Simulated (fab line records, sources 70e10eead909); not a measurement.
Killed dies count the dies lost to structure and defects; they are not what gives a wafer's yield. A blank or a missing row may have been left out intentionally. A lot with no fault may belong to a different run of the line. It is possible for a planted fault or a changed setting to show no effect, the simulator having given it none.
One fault through the eyes of 3 desks -- flow nandHarc -- what lay behind the numbers comes last; until then each desk has only its own

## AT THE METROLOGY DESK
What the gauges read for every lot (on any tool): the sampled wafers with a number, averaged. A lot is out of limits, marked OUT, if its mean lies more than 4 standard deviations from the usual mean; the brackets give that distance.
Columns: A = cdNm at NHARC_P_BONDPAD_CD_MEAS_13, usual 499.4 nm; B = thkNm at NHARC_A_ONON_D1_THK_MEAS_18, usual 1000 nm
lot,first seen here,A,B
L979,day 6 17:33,495.9,996
L980,day 6 20:31,500.8,996
L982,day 8 01:00,497.8,1008
L983,day 8 06:02,498.6,1008
L984,day 8 11:12,498.9,1001
L985,day 9 03:25,499.9,1010
L989,day 10 21:01,498.2,1008
L990,day 11 14:15,500.7,987
L991,day 11 17:39,499.2,997
L994,day 12 17:38,500.6,1006
L999,day 15 07:31,496.5,777 (-24) OUT
L100,day 15 19:34,498.9,656 (-37) OUT
L101,day 15 21:56,500.2,985
L102,day 16 05:22,499.7,898 (-11) OUT
This desk's verdict: out of limits on L100, L102, L999, starting with L999 at day 16 19:32 (thkNm at NHARC_A_ONON_D1_THK_MEAS_18). L979, L980, L982, L983, L984, L985, L989, L990, L991, L994, L101: within limits.

## THE DEFECT DESK
Inspection counts along the route, by lot: the mean over sampled wafers that carry a number. A lot is out of limits, marked OUT, if its mean lies more than 4 standard deviations from the usual mean; the brackets give that distance.
Columns: A = rawDefectCount at NHARC_P_BONDPAD_INSPECT_23, usual 323; B = rawDefectCount at NHARC_A_CHANNEL_HOLE_D1_INSPECT_12, usual 5.5
lot,first seen here,A,B
L979,day 6 19:47,265,9.0
L980,day 6 22:48,346,5.3
L982,day 8 03:16,329,3.0
L983,day 8 08:17,317,6.0
L984,day 8 13:35,346,4.3
L985,day 9 05:39,186,6.7
L989,day 10 23:14,246,5.7
L990,day 11 16:31,295,8.7
L991,day 11 19:56,324,4.3
L994,day 12 19:54,338,4.7
L999,day 15 09:46,309,4.0
L100,day 15 21:56,410,-
L101,day 16 00:12,316,4.3
L102,day 16 07:38,180,3.5
Finding of this desk: none of the 14 lots has anything out of limits.

## TOOL OWNER'S DESK, pecvdOnon-03
The tool's own readings at NHARC_A_ONON_D1_DEP_16 (target thk 1000 nm): means of the sampled wafers that have a number, for each lot that ran on this tool. A lot is out of limits, marked OUT, if its mean lies more than 4 standard deviations from the usual mean; the brackets give that distance.
Columns: A = n2FlowSccm at NHARC_A_ONON_D1_DEP_16, usual 2749 sccm; B = n2oFlowSccm at NHARC_A_ONON_D1_DEP_16, usual 2000 sccm; C = nh3FlowSccm at NHARC_A_ONON_D1_DEP_16, usual 500.3 sccm
lot,first seen here,A,B,C
L980,day 8 05:02,2752,1998,501.5
L983,day 9 16:09,2751,2000,500.9
L989,day 12 07:28,2751,2007,499.5
L990,day 13 01:28,2748,1993,499.7
L991,day 13 08:38,2746,2007,500.0
L999,day 16 19:12,2744,1993,501.8
L100,day 17 07:13,2756,2000,499.1
L102,day 17 20:07,2743,1999,499.2
Finding of this desk: none of the 8 lots has anything out of limits.

## BROUGHT TOGETHER
Metrology desk: alarm possible at day 16 19:32 on L100, L102, L999.
Nothing out of limits was seen by the defect desk.
Nothing out of limits was seen by the tool owner's desk.
The defect desk has L100, L102, L999 on record, within its limits.
On record at the tool owner's desk: L100, L102, L999, within its limits.
On pecvdOnon-03, each named lot ran NHARC_A_ONON_D1_DEP_16.

## WHAT THE SIMULATOR HAD INSERTED
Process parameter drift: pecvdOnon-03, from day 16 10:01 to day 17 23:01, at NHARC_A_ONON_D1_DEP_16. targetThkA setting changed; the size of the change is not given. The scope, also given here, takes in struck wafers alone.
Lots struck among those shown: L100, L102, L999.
Per desk, hours elapsed from the start of the fault to the first reading out of limits: for the metrology desk, 10.
